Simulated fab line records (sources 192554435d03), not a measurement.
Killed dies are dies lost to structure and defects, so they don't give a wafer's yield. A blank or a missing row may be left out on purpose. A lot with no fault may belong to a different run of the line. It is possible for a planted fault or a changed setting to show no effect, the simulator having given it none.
The tool behind it: which one? + flow n5-finfet + 11 lots, 31 wafers sampled, at 3 steps of a route of 1938

WHAT THE GAUGES READ, wafer by wafer
N5_BEOL_M10_CD_MEAS_28: the cd target is 70 nm.
| lot  | measured     | on        | cd-nm (nm)     |
|------|--------------|-----------|----------------|
| L936 | day 10 17:44 | cd-sem-01 | 70.1 68.9 70.1 |
| L935 | day 10 17:28 | cd-sem-02 | 71.2 71.2 70.7 |
| L939 | day 11 17:13 | cd-sem-02 | 70.1 69.8 70.9 |
| L942 | day 11 23:08 | cd-sem-02 | 63.4 63.8      |
| L943 | day 12 22:48 | cd-sem-02 | 64.1 64.6 64.3 |
| L946 | day 14 02:21 | cd-sem-01 | 64.4 63.7 64.0 |
| L948 | day 14 02:41 | cd-sem-01 | 70.1 70.5 69.9 |
| L947 | day 14 02:31 | cd-sem-02 | 68.7 68.8 69.1 |
| L950 | day 14 09:49 | cd-sem-02 | 69.7 70.5 69.7 |
| L949 | day 14 09:59 | cd-sem-02 | 69.0 70.6      |
| L955 | day 15 06:34 | cd-sem-02 | 68.7 69.1 69.9 |

TOOL THAT RAN EACH LOT (tool first, then ch and the chambers of the sampled wafers, then the start)
| lot  | N5_BEOL_M10_HM_OPEN_17            | N5_BEOL_M10_EXPOSE_25              |
|------|-----------------------------------|------------------------------------|
| L936 | rie-metal-02 ch 0,1, day 10 16:22 | arfi-scanner-03 ch 0, day 10 17:36 |
| L935 | rie-metal-03 ch 1, day 10 16:37   | arfi-scanner-02 ch 0, day 10 17:20 |
| L939 | rie-metal-01 ch 0,1, day 11 16:29 | arfi-scanner-03 ch 0, day 11 17:05 |
| L942 | rie-metal-03 ch 0, day 11 22:26   | arfi-scanner-03 ch 0, day 11 23:01 |
| L943 | rie-metal-03 ch 0,1, day 12 22:04 | arfi-scanner-03 ch 0, day 12 22:40 |
| L946 | rie-metal-02 ch 0,1, day 14 00:17 | arfi-scanner-03 ch 0, day 14 02:13 |
| L948 | rie-metal-01 ch 0,1, day 14 00:20 | arfi-scanner-01 ch 0, day 14 02:33 |
| L947 | rie-metal-02 ch 0,1, day 14 00:23 | arfi-scanner-02 ch 0, day 14 02:23 |
| L950 | rie-metal-01 ch 0,1, day 14 08:08 | arfi-scanner-01 ch 0, day 14 09:41 |
| L949 | rie-metal-01 ch 0,1, day 14 08:23 | arfi-scanner-02 ch 0, day 14 09:52 |
| L955 | rie-metal-02 ch 0,1, day 15 05:53 | arfi-scanner-02 ch 0, day 15 06:26 |
- N5_BEOL_M10_HM_OPEN_17: chemistry Cl2/BCl3, target TiN, target depth 20 nm, overetch 6 nm.
- N5_BEOL_M10_EXPOSE_25: exposes mask V9.

THE ANSWER, worked out from the rows above alone
Rule: what is usual is taken from the lots themselves. Put in order of their means at a reading, lots are off if they are a third of the lots or fewer, leave a main group of 4 or more, and stand apart from it by a gap of 3 or more times the standard deviation of the main group's means; of several such gaps the widest counts. A main group is skipped when, at the precision printed for the reading in the tables above, its means are all equal. A lot without any number at a reading at which 4 lots or more have one is off too. Where the step has rows for the other lots, those lots are counted as sound.
Off at N5_BEOL_M10_CD_MEAS_28 (cd-nm): L942, L943, L946. The main group has a mean of 69.9 nm with a standard deviation of 0.62.
A tool fits if, at a process step before that reading, it ran every lot that is off, and no sound lot after the first of them. The gauges at N5_BEOL_M10_CD_MEAS_28 are tried like those tools. One candidate fits, namely arfi-scanner-03 at N5_BEOL_M10_EXPOSE_25. A fault onset in the window from L939 (day 11 17:05, its last sound lot) to L942 (day 11 23:01, its first lot off) fits.

WHAT THE SIMULATOR HAD INSERTED
Process parameter drift: arfi-scanner-03, from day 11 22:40 on, at N5_BEOL_M10_EXPOSE_25. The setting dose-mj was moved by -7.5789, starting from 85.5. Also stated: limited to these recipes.
Shown lots that were struck: L942, L943, L946. The same result came from the rule above.
